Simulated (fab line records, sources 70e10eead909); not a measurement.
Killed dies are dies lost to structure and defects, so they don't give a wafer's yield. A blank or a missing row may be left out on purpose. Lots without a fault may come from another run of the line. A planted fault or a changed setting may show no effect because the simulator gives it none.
fab line records | flow nand_harc
record lots=15 wafers=45 last_day=34
route steps=1302 shown A_CHANNEL_HOLE_D2@583
lots that met no fault: from a run of the same line without faults
start_h: hours from the record's first day to the start of the lot's first wafer shown | wait_h: hours since the lot's step before | " the same as in the row above | L1.1+2: a row that stands for several wafers | - no value, or no start given | * or withheld: withheld | < > ~ a bound
route shown NAME@n: a module of which the file shows steps, and the number in the route of the first | usual: mean/standard deviation of fault-free wafers | same: alike in all rows | chamber/n: place in a boat | sites: the reading at each site | _std_site: their standard deviation | _edge_site: outer sites' mean less inner sites' | radius_mm: how far each site lies from the wafer's centre | mask NAME#n: copy n | behind: the tool/chamber that last shaped the wafer | hold: why the lot was held/for how many hours/how that ended | device: the transistor (n, p or np) that didn't switch | end of line: the same wafers' tests at the end of the route | a step without rows: its recipe alone | killed: dies lost to structure and defects at the first sort, not the wafer's yield | map: a wafer's dies, x killed, . not, _ none there
set.NAME: the setting as run; set.NAME@STEP: as run at that earlier step | model.NAME: the simulator's own value behind a step, which no gauge read
steps of the route over a sample of lots; a table a step, a row a wafer
services: from which hour (start_h, from the record's first day; less than 0 if before it) a tool's chamber was out of use, for how many hours, and why
## steps
# step NHARC_A_CHANNEL_HOLE_D2_OVL_MEAS_11
# usual overlay_x_nm=0.0/1 overlay_y_nm=0.0/0.6
# columns lot.wafer tool chamber start_h wait_h overlay_x_nm overlay_y_nm
L138.2 overlay-01 - 294.56 - 0.4 -0.2
L138.3 " - " " 0.0 0.1
L138.6 " - " " 0.4 -0.2
L139.1 overlay-02 - 316.20 - 1.0 0.2
L139.4 " - " " 0.1 1.0
L139.6 " - " " 0.9 0.1
L143.2 overlay-02 - 330.00 - -0.2 -0.3
L143.3 " - " " -0.4 0.1
L143.6 " - " " 0.5 -0.3
L144.1 overlay-02 - 353.12 - -0.8 -0.7
L144.2 " - " " -0.6 -0.3
L144.6 " - " " -0.8 -1.2
L146.2 overlay-01 - 368.40 - -1.9 -0.1
L146.3 " - " " -2.3 -0.4
L146.6 " - " " -2.0 -0.8
L145.1 overlay-01 - 377.23 - 1.3 -1.4
L145.3 " - " " 1.6 -1.4
L145.5 " - " " 0.9 -1.4
L147.1 overlay-01 - 378.15 - 1.0 0.5
L147.4 " - " " 0.5 0.4
L147.6 " - " " 1.0 -0.4
L148.1 overlay-02 - 395.21 - 0.5 0.5
L148.2 " - " " 1.0 0.8
L148.6 " - " " 1.3 0.5
L149.1 overlay-02 - 411.53 - -0.8 0.6
L149.2 " - " " -0.2 0.0
L149.3 " - " " -0.5 0.5
L151.3 overlay-01 - 422.72 - -1.9 0.6
L151.5 " - " " -1.1 0.4
L151.6 " - " " -1.6 0.3
L153.1 overlay-01 - 440.02 - -0.2 -0.4
L153.2 " - " " -0.2 -0.2
L153.4 " - " " -0.1 -0.8
L152.1 overlay-01 - 442.04 - -0.6 0.7
L152.5 " - " " -0.9 0.9
L152.6 " - " " -0.7 1.3
L158.1 overlay-01 - 490.33 - -1.1 0.2
L158.4 " - " " -0.9 -0.1
L158.5 " - " " -0.2 0.4
L160.2 overlay-01 - 520.37 - 0.8 -0.6
L160.3 " - " " 0.8 -0.9
L160.6 " - " " 0.7 -0.1
L161.3 overlay-02 - 532.11 - 0.1 0.1
L161.5 " - " " 0.1 0.1
L161.6 " - " " -0.1 0.7
# step NHARC_A_CHANNEL_HOLE_D2_ETCH_39
# recipe target_depth_a=2600 over_etch_frac=0.3 time_s=325 ion_energy_ev=200 n2_flow_sccm=150 h2_flow_sccm=150 ar_flow_sccm=0 rf_w=400 bias_w=150 chemistry=N2/H2
# usual bias_w=150.0/0.44 chamber_pressure_mTorr=29.997/0.026 drypump_motor_current_A=6.1/0.56 oes_product_au=1.003/0.01 rf_vpp_V=430.4/2.8 showerhead_plenum_p_Torr=2.03/0.098 throttle_valve_pct=14.171/0.0091
# same time_s=325
# columns lot.wafer tool chamber start_h wait_h bias_w chamber_pressure_mTorr drypump_motor_current_A oes_product_au rf_hours_counter_h rf_vpp_V showerhead_plenum_p_Torr throttle_valve_pct
L138.2 rie_diel-04 1 - - 150.6 29.992 6.7 0.999 3.9 431.9 2.02 14.178
L138.3 " 3 " " 150.1 29.987 5.4 0.990 7.5 429.8 2.03 14.178
L138.6 " 1 " " 150.0 30.042 6.7 0.997 - 430.3 2.02 14.172
L139.1 rie_diel-08 0 - - 150.2 29.995 6.3 0.986 7.1 429.4 1.99 14.183
L139.4 " 0 " " 150.5 29.979 6.3 0.988 - 430.0 1.99 14.177
L139.6 " 2 " " 150.2 29.970 5.7 0.988 - 434.2 2.18 14.174
L143.2 rie_diel-08 2 - - 149.6 30.005 5.8 0.998 7.8 433.5 2.18 14.170
L143.3 " 3 " " 150.6 30.012 6.6 1.013 7.6 428.7 1.98 14.174
L143.6 " 2 " " 150.3 30.004 5.8 0.991 - 434.8 2.18 14.173
L144.2 rie_diel-04 2 - - 150.3 30.032 6.7 1.019 10.6 429.0 1.98 14.157
L144.1 " 3 " " 150.1 29.942 5.4 0.996 13.0 430.3 2.02 14.167
L144.6 " 3 " " 149.0 30.038 5.4 0.995 - 429.0 2.02 14.169
L146.2 rie_diel-02 1 - - 149.6 30.015 6.0 1.013 7.0 433.9 2.15 14.179
L146.3 " 3 " " 150.7 29.999 4.7 1.005 6.3 434.9 2.19 14.162
L146.6 " 0 " " 150.2 29.979 6.3 1.021 - 426.3 1.89 14.173
L145.1 rie_diel-08 0 - - 149.3 30.004 6.3 0.995 0.1 429.2 1.99 14.166
L145.3 " 1 " " 149.2 29.959 5.4 0.995 0.1 428.4 2.03 14.185
L145.5 " 2 " " 150.0 30.001 5.8 0.998 - 434.5 2.18 14.165
L147.4 rie_diel-02 2 - - 150.4 30.019 6.3 0.994 7.8 427.6 1.93 14.177
L147.1 " 3 " " 150.6 30.023 4.7 1.004 7.2 434.3 2.19 14.154
L147.6 " 1 " " 149.8 30.010 6.0 1.016 - 432.6 2.15 14.169
L148.2 rie_diel-04 0 - - 150.2 30.002 6.5 0.998 2.4 434.0 2.13 14.166
L148.1 " 1 " " 150.0 30.023 6.7 1.006 2.5 430.3 2.02 14.170
L148.6 " 3 " " 150.2 30.000 5.4 0.989 - 430.0 2.02 14.173
L149.1 rie_diel-08 0 - - 150.1 30.017 6.3 1.006 1.6 429.4 1.99 14.166
L149.2 " 1 " " 150.2 29.994 5.4 0.984 1.7 429.0 2.03 14.171
L149.3 " 3 " " 149.1 29.969 6.6 1.020 2.0 429.1 1.98 14.154
L151.3 rie_diel-02 0 - - 150.4 29.953 6.3 1.001 1.4 427.5 1.89 14.192
L151.5 " 1 " " 150.1 30.013 6.0 1.003 - 433.6 2.15 14.170
L151.6 " 2 " " 150.0 30.010 6.3 0.993 - 428.9 1.93 14.170
L153.2 rie_diel-08 3 - - 150.0 29.994 6.6 1.010 4.6 429.6 1.98 14.163
L153.4 " 0 " " 150.5 30.007 6.3 0.983 2.9 429.9 1.99 14.158
L153.1 " 2 " " 149.4 30.004 5.8 1.004 4.4 434.6 2.17 14.174
L152.1 rie_diel-02 2 442.40 0.1 149.8 30.000 6.3 1.005 1.9 427.7 1.93 14.168
L152.6 " 2 " " 150.1 29.958 6.2 1.002 - 427.5 1.93 14.170
L152.5 " 0 " " 149.8 29.994 6.3 1.021 - 427.2 1.89 14.164
L158.1 rie_diel-02 3 - - 149.3 29.987 4.7 0.990 3.3 433.0 2.19 14.191
L158.4 " 1 " " 149.8 29.999 6.0 1.001 4.4 433.1 2.15 14.165
L158.5 " 3 " " 149.5 30.032 4.7 0.988 - 433.7 2.19 14.176
L160.2 rie_diel-02 2 - - 150.1 29.992 6.3 0.997 6.1 427.4 1.93 14.175
L160.3 " 0 " " 150.2 29.976 6.3 1.021 7.0 425.5 1.88 14.170
L160.6 " 2 " " 150.0 29.969 6.2 0.993 - 428.5 1.93 14.173
L161.3 rie_diel-08 1 - - 150.0 30.006 5.4 0.998 10.6 429.9 2.03 14.158
L161.6 " 2 " " 149.9 30.005 5.7 1.009 - 434.2 2.17 14.156
L161.5 " 3 " " 150.4 29.968 6.6 1.006 - 428.0 1.98 14.166
# step NHARC_A_CHANNEL_HOLE_D2_ETCH_16
# recipe target_depth_a=31000 over_etch_frac=0.3 time_s=806 ion_energy_ev=150 o2_flow_sccm=400 cos_flow_sccm=20 ar_flow_sccm=0 rf_w=500 bias_w=300 chemistry=O2/COS
# usual bias_w=300.0/0.96 chamber_pressure_mTorr=19.998/0.019 drypump_motor_current_A=6.0/0.57 oes_product_au=1.001/0.0098 rf_vpp_V=314.0/2 showerhead_plenum_p_Torr=3.12/0.14 throttle_valve_pct=28.331/0.0083
# same time_s=806
# columns lot.wafer tool chamber start_h wait_h bias_w chamber_pressure_mTorr drypump_motor_current_A oes_product_au rf_hours_counter_h rf_vpp_V showerhead_plenum_p_Torr throttle_valve_pct
L138.3 rie_diel-04 3 - - 299.8 20.008 5.4 0.993 7.7 313.3 3.10 28.334
L138.2 " 1 " " 299.4 20.000 6.8 0.994 4.1 314.6 3.10 28.324
L138.6 " 3 " " 299.9 20.037 5.4 0.993 - 315.6 3.10 28.331
L139.1 rie_diel-08 3 - - 299.7 19.967 6.6 1.018 7.0 312.7 3.05 28.319
L139.4 " 2 " " 298.5 19.964 5.8 0.985 - 317.7 3.32 28.329
L139.6 " 3 " " 300.2 19.971 6.6 1.017 - 312.1 3.04 28.344
L143.2 rie_diel-08 1 - - 301.3 19.994 5.4 0.992 6.3 312.9 3.11 28.337
L143.3 " 2 " " 298.5 19.983 5.8 0.987 8.1 317.5 3.32 28.339
L143.6 " 1 " " 300.9 19.983 5.4 0.991 - 313.2 3.11 28.318
L144.2 rie_diel-04 3 - - 299.2 20.009 5.4 1.001 13.2 313.6 3.10 28.338
L144.1 " 0 " " 298.7 20.014 6.5 1.000 12.1 316.9 3.26 28.334
L144.6 " 3 " " 298.1 19.976 5.4 0.993 - 314.1 3.10 28.335
L146.2 rie_diel-02 1 - - 298.2 20.007 6.0 1.015 7.3 315.2 3.28 28.318
L146.3 " 3 " " 300.3 20.010 4.7 1.008 6.5 317.9 3.34 28.331
L146.6 " 1 " " 298.4 19.988 6.0 1.005 - 318.7 3.28 28.330
L145.3 rie_diel-08 2 - - 299.9 19.993 5.8 1.010 0.4 317.0 3.31 28.346
L145.1 " 3 " " 299.4 19.995 6.6 1.021 0.3 311.6 3.04 28.331
L145.5 " 0 " " 299.6 19.970 6.3 1.001 - 313.8 3.05 28.326
L147.4 rie_diel-02 1 - - 299.9 20.000 6.0 1.009 8.3 315.8 3.27 28.339
L147.1 " 2 " " 300.6 20.001 6.3 1.000 8.0 313.1 2.97 28.315
L147.6 " 0 " " 301.0 19.965 6.3 1.010 - 312.3 2.91 28.334
L148.1 rie_diel-04 3 - - 301.2 20.017 5.4 0.990 3.2 314.8 3.10 28.333
L148.2 " 0 " " 299.6 20.004 6.5 0.984 2.6 315.2 3.25 28.337
L148.6 " 3 " " 299.5 20.008 5.4 0.993 - 312.3 3.10 28.339
L149.3 rie_diel-08 3 - - 300.8 19.972 6.6 1.016 2.2 312.7 3.04 28.323
L149.1 " 0 " " 300.4 20.014 6.3 0.992 1.9 312.7 3.05 28.341
L149.2 " 2 " " 301.4 20.031 5.7 0.997 2.3 316.9 3.31 28.322
L151.3 rie_diel-02 3 - - 300.1 19.976 4.7 1.007 1.4 316.9 3.34 28.328
L151.5 " 1 " " 300.2 19.990 6.0 1.006 - 315.4 3.27 28.319
L151.6 " 2 " " 300.4 19.977 6.2 0.999 - 312.5 2.97 28.323
L153.4 rie_diel-08 2 - - 299.3 19.996 5.8 1.000 4.6 317.0 3.31 28.330
L153.2 " 3 " " 300.3 20.003 6.6 1.016 4.8 313.9 3.04 28.350
L153.1 " 0 " " 299.9 20.024 6.3 0.997 3.2 312.9 3.05 28.314
L152.1 rie_diel-02 0 443.06 0.2 299.9 19.984 6.3 1.008 2.7 311.1 2.91 28.338
L152.5 " 2 " " 299.7 19.993 6.3 1.007 - 312.4 2.97 28.331
L152.6 " 0 " " 299.7 20.020 6.3 1.009 - 311.2 2.91 28.338
L158.1 rie_diel-02 2 - - 300.7 19.974 6.3 0.995 4.8 312.7 2.97 28.335
L158.4 " 1 " " 299.1 20.018 6.0 1.002 4.6 315.4 3.27 28.326
L158.5 " 2 " " 301.4 19.984 6.3 1.000 - 311.9 2.97 28.325
L160.2 rie_diel-02 1 - - 300.4 19.981 6.0 1.016 6.2 314.4 3.27 28.332
L160.3 " 3 " " 298.5 20.000 4.7 1.002 5.1 316.0 3.33 28.339
L160.6 " 2 " " 301.0 20.005 6.2 0.999 - 311.4 2.97 28.329
L161.3 rie_diel-08 0 - - 301.5 20.004 6.3 0.989 8.3 314.0 3.05 28.333
L161.6 " 1 " " 299.4 19.975 5.4 0.990 - 314.6 3.11 28.328
L161.5 " 2 " " 299.6 20.005 5.8 1.000 - 315.9 3.31 28.332
# step NHARC_A_CHANNEL_HOLE_D2_ETCH_19
# recipe bias_v=1200 source_w=2500 pressure_mtorr=15 time_s=34.5 ar_flow_sccm=375 c4f8_flow_sccm=28.8 o2_flow_sccm=96.2 temp_c=-20 target_depth_a=* chemistry=C4F8/O2/Ar
# usual bias_v=1201/12 c4f8_flow_sccm=28.80/0.088 drypump_motor_current_A=5.98/0.24 showerhead_plenum_p_Torr=3.67/0.21 throttle_valve_pct=37.037/0.0098 time_s=34.5/0
# columns lot.wafer tool chamber start_h wait_h bias_v c4f8_flow_sccm drypump_motor_current_A rf_hours_counter_h showerhead_plenum_p_Torr throttle_valve_pct time_s
L138.2 har_etch-02 1 295.84 0.1 1218 28.96 5.82 358 3.49 37.033 34.5
L138.3 " 1 " " 1199 28.97 5.81 - 3.49 37.046 34.5
L138.6 " 1 " " 1202 28.97 5.82 - 3.49 37.038 34.5
L139.1 har_etch-02 1 320.94 3.2 1199 28.69 5.76 370 3.49 37.049 34.5
L139.4 " 0 " " 1182 28.88 5.74 - 3.51 37.018 34.5
L139.6 " 0 " " 1173 28.66 5.73 - 3.51 37.044 34.5
L143.2 har_etch-02 0 331.28 0.1 1198 28.83 5.72 378 3.51 37.035 34.5
L143.3 " 1 " " 1214 28.91 5.81 - 3.48 37.034 34.5
L143.6 " 1 " " 1217 28.84 5.80 - 3.48 37.043 34.5
L144.1 har_etch-02 1 354.39 0.1 1202 28.70 5.80 389 3.48 37.038 34.5
L144.2 " 0 " " 1179 28.76 5.72 389 3.50 37.047 34.5
L144.6 " 1 " " 1198 28.77 5.80 - 3.48 37.035 34.5
L146.2 har_etch-01 0 369.67 0.1 1217 28.93 6.19 196 3.62 37.025 34.5
L146.3 " 1 " " 1211 28.91 6.23 - 3.49 37.050 34.5
L146.6 " 0 " " 1207 28.84 6.21 - 3.62 37.060 34.5
L145.1 har_etch-02 1 378.55 0.1 1200 28.75 5.81 404 3.47 37.037 34.5
L145.3 " 0 " " 1209 28.77 5.72 - 3.49 37.021 34.5
L145.5 " 0 " " 1195 28.75 5.71 - 3.49 37.024 34.5
L147.1 har_etch-01 0 380.59 1.2 1214 28.86 6.26 203 3.61 37.044 34.5
L147.4 " 1 " " 1201 28.78 6.25 - 3.49 37.035 34.5
L147.6 " 1 " " 1188 28.77 6.23 - 3.49 37.030 34.5
L148.1 har_etch-02 1 399.67 3.3 - - - - - - -
L148.2 " 0 " " - - - - - - -
L148.6 " 1 " " - - - - - - -
L149.1 har_etch-01 1 412.81 0.1 - - - - - - -
L149.2 " 0 " " - - - - - - -
L149.3 " 0 " " - - - - - - -
L151.3 har_etch-01 0 424.95 1.0 - - - - - - -
L151.5 " 1 " " - - - - - - -
L151.6 " 0 " " - - - - - - -
L153.2 har_etch-02 1 441.30 0.1 1210 28.76 5.81 23 3.97 37.057 34.5
L153.1 " 0 " " 1179 28.79 5.72 23 3.97 37.028 34.5
L153.4 " 0 " " 1195 28.68 5.73 - 3.97 37.037 34.5
L152.1 har_etch-01 1 443.98 0.1 1193 28.56 6.25 245 3.46 37.037 34.5
L152.5 " 0 " " 1197 28.68 6.24 - 3.59 37.048 34.5
L152.6 " 1 " " 1195 28.86 6.24 - 3.46 37.045 34.5
L158.1 har_etch-02 0 492.28 0.7 1183 28.81 5.71 61 3.95 37.037 34.5
L158.4 " 0 " " 1189 28.76 5.71 - 3.95 37.041 34.5
L158.5 " 1 " " 1183 28.91 5.79 - 3.95 37.027 34.5
L160.2 har_etch-01 0 521.66 0.1 1187 28.75 6.24 287 3.57 37.036 34.5
L160.3 " 0 " " 1193 28.84 6.24 - 3.57 37.036 34.5
L160.6 " 1 " " 1209 28.71 6.28 - 3.44 37.049 34.5
L161.3 har_etch-01 0 535.47 2.2 1185 28.75 6.21 - 3.56 37.047 34.5
L161.5 " 1 " " 1199 28.73 6.25 - 3.44 37.029 34.5
L161.6 " 0 " " 1202 28.71 6.21 - 3.56 37.040 34.5
## services
# columns tool chamber start_h hours kind
rie_diel-08 0 272.96 - clean
rie_diel-08 1 272.96 - clean
rie_diel-08 2 272.96 - clean
rie_diel-08 3 272.96 - clean
rie_diel-02 0 274.72 - clean
rie_diel-02 1 274.72 - clean
rie_diel-02 2 274.72 - clean
rie_diel-02 3 274.72 - clean
har_etch-01 - 284.24 5.7 repair
rie_diel-08 0 295.66 2.7 repair
rie_diel-08 1 308.39 10.7 repair
rie_diel-04 - 354.90 9.0 pm
rie_diel-08 3 364.20 11.9 repair
rie_diel-08 - 367.94 9.0 pm
har_etch-02 - 382.67 17.0 pm
rie_diel-02 - 384.13 0.6 repair
rie_diel-02 - 393.72 9.0 pm
rie_diel-02 2 407.57 1.5 repair
rie_diel-08 0 415.51 6.7 repair
rie_diel-02 3 424.05 22.0 repair
rie_diel-04 1 427.49 2.5 repair
rie_diel-02 1 439.00 6.4 repair
rie_diel-02 - 453.16 1.0 repair
rie_diel-04 - 531.90 9.0 pm
## key
first_sign step=NHARC_A_CHANNEL_HOLE_D2_ETCH_19 reading=tool_record direction=missing
effect none on later readings
met_at NHARC_A_CHANNEL_HOLE_D2_ETCH_19
struck_lots L148,L149,L151
later_rows_left_out L148.1,L148.2,L148.6,L149.1,L149.2,L149.3,L151.3,L151.5,L151.6
sort_left_out L148.1,L148.2,L148.6,L149.1,L149.2,L149.3,L151.3,L151.5,L151.6
tester_left_out L148,L149,L151
not_acting_at NHARC_A_CHANNEL_HOLE_D2_OVL_MEAS_11,NHARC_A_CHANNEL_HOLE_D2_ETCH_39,NHARC_A_CHANNEL_HOLE_D2_ETCH_16
onset_between 380.59 399.67
fault kind=skipped_step_whole tool=har_etch-01,har_etch-02 chamber=- onset_h=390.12 steps=NHARC_A_CHANNEL_HOLE_D2_ETCH_19 scope=struck_lots_only
# tester_left_out: of these lots the tester's yield and bins aren't shown, on N5 and GAA mostly nor the transistor test; their killed dies are dies lost to structure and defects alone, not to doping, threshold or leakage, so they don't give the yield
# sort_left_out: the simulated sort isn't trusted on such a fault, so these wafers' sort isn't shown, and their yield isn't known
# later_rows_left_out: the simulator's readings of these wafers behind a module that went badly wrong aren't trusted and aren't shown, but for the sort
